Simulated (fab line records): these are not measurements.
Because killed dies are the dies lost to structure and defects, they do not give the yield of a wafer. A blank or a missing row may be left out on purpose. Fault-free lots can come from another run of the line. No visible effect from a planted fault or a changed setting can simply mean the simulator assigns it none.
A lot that was struck, set against a sound lot | flow n5 finfet | 25 out of 1938 route steps
Sound: the wafers L198.1, L198.2, L198.6. Wafers struck: L188.2, L188.4, L188.6. The cause is given at the end.
For every step that has rows: the tool of each side, followed by ch and its chambers, followed by its first start. Under that, the readings that differ: sound wafers | struck wafers | difference of the means | sigmas: that difference in standard deviations of wafers without a fault.
alike: words and numbers the same on both sides, and readings whose means are apart by under 2 such deviations; not compared: readings that were withheld, readings missing a value for some wafer, numbers with overlapping values and no deviation given by the record, and bounds like >300 which may hide the same value.
Wherever a step has rows on one side only, a row that says differs or no value, or a row with sigmas, the two part there. Numbers that don't overlap but have no deviation are shown without sigmas and don't part them. A reading that every wafer of one side lacks parts them only if that side has two wafers or more.

first, 12 steps without rows for these wafers: N5_FIN_SAQP_DESCUM_21 (chemistry O2, time 7.9 s); N5_FIN_SAQP_ETCH_51 (etches SiARC in CF4, target depth 45.5 nm, time 75.8 s); N5_FIN_SAQP_ETCH_52 (etches SOC in N2/H2, target depth 100 nm, overetch 20 nm, time 150 s); N5_FIN_SAQP_STRIP_53 (strips in N2/H2); N5_FIN_SAQP_HM_OPEN_73 (chemistry CHF3/O2, target SiO2, stops on a-Si, target depth 12 nm, time 16.8 s); N5_FIN_SAQP_STRIP_74 (strips in CHF3/O2); N5_FIN_SAQP_MANDREL_ETCH_22 (etches a-Si in HBr/Cl2, stops on SiNx, target depth 60 nm, bt time 10 s, time 30 s); N5_FIN_SAQP_STRIP_55 (strips in N2/H2); N5_FIN_SAQP_STRIP_23 (strips in SPM, time 750 s); N5_FIN_SAQP_SRD_66 (time 30 s); N5_FIN_SAQP_RECESS_75 (chemistry HF/NH3, target SiO2, target depth 14.4 nm, afs cycles 3, sublimation time 60 s); N5_FIN_SAQP_SPACER1_ALD_24 (deposits SiO2, target thk 20.3 nm, pulse time 1 s, purge time 2 s).
N5_FIN_SAQP_SPACER1_ETCHBACK_25: etches SiO2 in CHF3/O2, target depth 24.4 nm, time 12.2 s.
  sound on rie diel-01 ch 0,1,2, day 5 12:26; struck on rie diel-05 ch 0,1, day 3 00:30
  no value came back on the struck wafers for any of 8 readings (CHF3_flow_sccm (sccm), O2_flow_sccm (sccm) and others); on the sound wafers CHF3_flow_sccm (sccm) reads 49.90 50.23 50.17
  reading                                           | sound | struck         | difference | sigmas
  model.SiO2_of_FIN_SAQP_SPACER1_ALD_24.thk nm (nm) | 0 0 0 | 20.4 20.4 20.2 | +20.3      |
  not compared: rf hours counter h
N5_FIN_SAQP_MANDREL1_REMOVE_56: chemistry HBr/Cl2/O2, target a-Si, stops on SiNx, bt time 10 s.
  sound on rie si-06 ch 2,3, day 5 12:31; struck on rie si-03 ch 0,1,2, day 3 00:35
  reading               | sound             | struck            | difference | sigmas
  oes product au (a.u.) | 1.008 0.996 0.984 | 0.375 0.373 0.379 | -0.620     | -39
  alike: chamber pressure mTorr, drypump motor current A, mfc cl2 sccm, throttle valve pct
  not compared: rf hours counter h
N5_FIN_SAQP_CD_MEAS_27: the cd target is 20 nm.
  sound on cd sem-02 ch 0, day 5 12:38; struck on cd sem-02 ch 0, day 3 00:43
  reading    | sound             | struck | difference                    | sigmas
  cd nm (nm) | 20.24 20.70 20.75 | - - -  | no value on the struck wafers |
N5_FIN_SAQP_ETCH_57: etches SiNx in CH3F/O2, target depth 32.5 nm, time 46.4 s.
  sound on rie diel-01 ch 0,1,3, day 5 12:41; struck on rie diel-05 ch 0,2,3, day 3 01:01
  reading               | sound          | struck            | difference | sigmas
  etch rf on time s (s) | 44.7 47.1 45.6 | 116.0 116.0 116.0 | +70.2      | +64
  oes product au (a.u.) | 0.61 0.57 0.69 | 0.27 0.26 0.27    | -0.36      | -5
  alike: chamber pressure mTorr, drypump motor current A, rf vpp V, showerhead plenum p Torr, throttle valve pct
  not compared: rf hours counter h
then, 1 step without rows for these wafers: N5_FIN_SAQP_ETCH_65 (etches SiO2 in CF4, target depth 4 nm, time 4.4 s).
N5_FIN_SAQP_MANDREL_ETCH_58: etches a-Si in HBr/Cl2, stops on SiNx, target depth 45 nm, bt time 10 s, time 27 s.
  sound on rie si-03 ch 1,2,3, day 5 12:49; struck on rie si-06 ch 2,3, day 3 01:09
  reading                | sound             | struck            | difference | sigmas
  oes product au (a.u.)  | 0.727 0.700 0.713 | 0.320 0.319 0.314 | -0.396     | -30
  throttle valve pct (%) | 35.9 35.8 34.8    | 36.6 36.7 36.7    | +1.2       | +3
  alike: chamber pressure mTorr, drypump motor current A, mfc cl2 sccm
  not compared: rf hours counter h
then, 2 steps without rows for these wafers: N5_FIN_SAQP_RECESS_63 (chemistry HF/NH3, target SiO2, target depth 18 nm, afs cycles 3, sublimation time 60 s); N5_FIN_SAQP_COAT_68 (time 60 s, resist thk 100 nm).
N5_FIN_SAQP_ETCH_69: etches SOC in N2/H2, stops on SiNx, target depth 150 nm.
  sound on rie diel-01 ch 1,2, day 5 13:21; struck on rie diel-05 ch 0,3, day 3 01:43
  reading               | sound          | struck         | difference | sigmas
  oes product au (a.u.) | 0.70 0.70 0.70 | 0.26 0.26 0.25 | -0.44      | -5
  alike: chamber pressure mTorr, drypump motor current A, rf vpp V, showerhead plenum p Torr, throttle valve pct
  not compared: rf hours counter h
N5_FIN_SAQP_ETCH_67: etches SiNx in CH3F/O2, target depth 30 nm.
  sound on rie diel-01 ch 1,2, day 5 13:25; struck on rie diel-05 ch 0,3, day 3 01:47
  reading               | sound          | struck         | difference | sigmas
  oes product au (a.u.) | 0.71 0.71 0.70 | 0.26 0.26 0.26 | -0.45      | -5
  alike: chamber pressure mTorr, drypump motor current A, rf vpp V, showerhead plenum p Torr, throttle valve pct
  not compared: rf hours counter h
then, 1 step without rows for these wafers: N5_FIN_SAQP_STRIP_70 (strips in N2/H2).
N5_BEOL_M4_RC_MEAS_101:
  the record has rows for the sound wafers here (prober-02 ch 0, day 11 18:54) and none for the struck ones
-- record jumps: 11 days separate the struck wafers' starts on either side; left off in module BEOL_M4, taken up again in module PASSIVATION, whose first shown step is the route's number 1936 --
N5_PASSIVATION_PROBE_49:
  sound on prober-01 at day 16 13:20; struck on prober-02 at day 13 16:41
  reading                  | sound          | struck         | difference | sigmas
  defect limited yield (%) | 91.4 91.9 90.8 | 0 0 0          | -91        | -65
  killed at front end      | 41 43 49       | 1116 1120 1099 | +1067      | +97
  killed dies              | 101 96 109     | 1180 1180 1180 | +1078      | +67
  killed on rim            | 9 10 9         | 152 152 152    | +143       | +36
  sort_bin_5_function (%)  | 5.3 4.4 5.6    | 96.9 96.9 95.7 | +91.4      | +99 or more
  sort n pass              | 1079 1084 1071 | 0 0 0          | -1078      | -38
  sort yield pct (%)       | 91.4 91.9 90.8 | 0 0 0          | -91        | -38
  alike: killed_at_M0_to_M3, killed_at_M4_up, killed at contacts, killed at other, killed open, killed short, sort_bin_6_memory, sort_bin_8_speed

## WHERE THEY PART
First at N5_FIN_SAQP_SPACER1_ETCHBACK_25; last, within this record, at N5_PASSIVATION_PROBE_49.

WHY: what the simulator had put in
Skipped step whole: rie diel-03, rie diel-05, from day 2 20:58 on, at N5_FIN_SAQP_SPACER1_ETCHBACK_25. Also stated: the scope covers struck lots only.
